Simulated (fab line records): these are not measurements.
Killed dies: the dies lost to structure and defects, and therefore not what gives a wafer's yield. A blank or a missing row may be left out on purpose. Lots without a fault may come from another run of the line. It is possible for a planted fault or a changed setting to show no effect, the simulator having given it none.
One fault through the eyes of 3 desks ; flow n5-finfet ; each desk holds nothing but its own numbers, with what lay behind them at the end

THE DEFECT DESK
Inspection counts along the route, by lot: the mean over sampled wafers that carry a number. If a lot's mean is further than 4 standard deviations from the usual mean, the lot is out of limits and carries the mark OUT (the distance appears in the brackets).
Columns: A = raw-defect-count at N5_PASSIVATION_INSPECT_64, usual 1.9
lot;first seen here;A
L190;day 14 01:15;4.3
L192;day 15 01:31;3.0
L188;day 15 02:29;1.7
L193;day 15 04:08;3.0
L195;day 15 18:49;1.0
L196;day 16 07:11;4.0
L203;day 18 01:34;3.7
L206;day 18 12:45;1.0
L207;day 18 17:14;2.3
L210;day 20 02:35;1.7
Finding of this desk: none of the 10 lots has anything out of limits.

AT THE TOOL OWNER'S DESK: rie-diel-05
The tool's own readings at N5_BEOL_M11_VIA_ETCH_34 (etches SiCOH lowk in C4F6/O2, target depth 184.5 nm, time 69.2 s): means of the sampled wafers that have a number, for each lot that ran on this tool. If a lot's mean is further than 4 standard deviations from the usual mean, the lot is out of limits and carries the mark OUT (the distance appears in the brackets).
Columns: A = drypump-motor-current-A at N5_BEOL_M11_VIA_ETCH_34, usual 5.6 A; B = oes_f_703_au at N5_BEOL_M11_VIA_ETCH_34, usual 0.81 a.u.; C = oes-product-au at N5_BEOL_M11_VIA_ETCH_34, usual 0.80 a.u.; D = rf-vpp-V at N5_BEOL_M11_VIA_ETCH_34, usual 660 V; E = showerhead-plenum-p-Torr at N5_BEOL_M11_VIA_ETCH_34, usual 2.82 Torr; F = throttle-valve-pct at N5_BEOL_M11_VIA_ETCH_34, usual 21.01 %
lot;first seen here;A;B;C;D;E;F
L190;day 12 04:21;5.4;0.78;0.76;658;2.89;21.12
L192;day 12 17:37;5.4;0.78;0.77;652;2.76;21.04
L188;day 12 22:04;5.1;0.77;0.76;654;2.82;21.03
L193;day 13 04:29;5.3;0.84;0.78;655;2.85;20.97
L195;day 13 23:05;5.1;0.80;0.74;653;2.77;20.95
L196;day 14 12:37;4.8;0.76;0.68;656;2.84;20.97
L206;day 16 22:59;5.4;0.85;0.84;658;2.87;21.04
Finding of this desk: none of the 7 lots has anything out of limits.

FROM THE METROLOGY DESK
What the gauges read for every lot (on any tool): the sampled wafers with a number, averaged. If a lot's mean is further than 4 standard deviations from the usual mean, the lot is out of limits and carries the mark OUT (the distance appears in the brackets). Shown here are 7 of its 10 readings, the ones lying furthest out on some lot.
Columns: A = DIBL_P at N5_BEOL_M4_RC_MEAS_101, usual 36.4 mV/V; B = IOFF_N at N5_BEOL_M4_RC_MEAS_101, usual 0.16 nA/um; C = IOFF_P at N5_BEOL_M4_RC_MEAS_101, usual 0.22 nA/um; D = ION_N at N5_BEOL_M4_RC_MEAS_101, usual 675 uA/um; E = ION_P at N5_BEOL_M4_RC_MEAS_101, usual 463 uA/um; F = VT_N at N5_BEOL_M4_RC_MEAS_101, usual 250 mV; G = VT_P at N5_BEOL_M4_RC_MEAS_101, usual -250 mV
lot;first seen here;A;B;C;D;E;F;G
L190;day 9 17:16;36.3;0.14;0.18;671;456;251;-254
L192;day 10 02:59;36.8;0.17;0.21;674;465;249;-249
L188;day 10 05:23;34.8;0.13;0.19;670;460;252;-253
L193;day 10 16:30;35.2;0.15;0.19;678;465;249;-252
L195;day 11 12:28;39.2;0.19;0.27;690;476;248;-247
L196;day 11 14:42;39.0;0.19;0.32;674;474;248;-243
L203;day 13 18:07;34.9;0.13;0.19;661;459;254;-252
L207;day 14 05:22;32.5;0.10;0.13;656;446;256;-258
L206;day 14 11:29;36.8;0.17;0.22;677;467;247;-249
L210;day 15 18:29;37.8;0.17;0.19;675;458;250;-252
Finding of this desk: none of the 10 lots has anything out of limits.

TAKEN TOGETHER
No out-of-limits result turned up at the defect desk.
Nothing out of limits was seen by the tool owner's desk.
At the metrology desk, nothing out of limits was observed.

WHAT THE SIMULATOR HAD INSERTED
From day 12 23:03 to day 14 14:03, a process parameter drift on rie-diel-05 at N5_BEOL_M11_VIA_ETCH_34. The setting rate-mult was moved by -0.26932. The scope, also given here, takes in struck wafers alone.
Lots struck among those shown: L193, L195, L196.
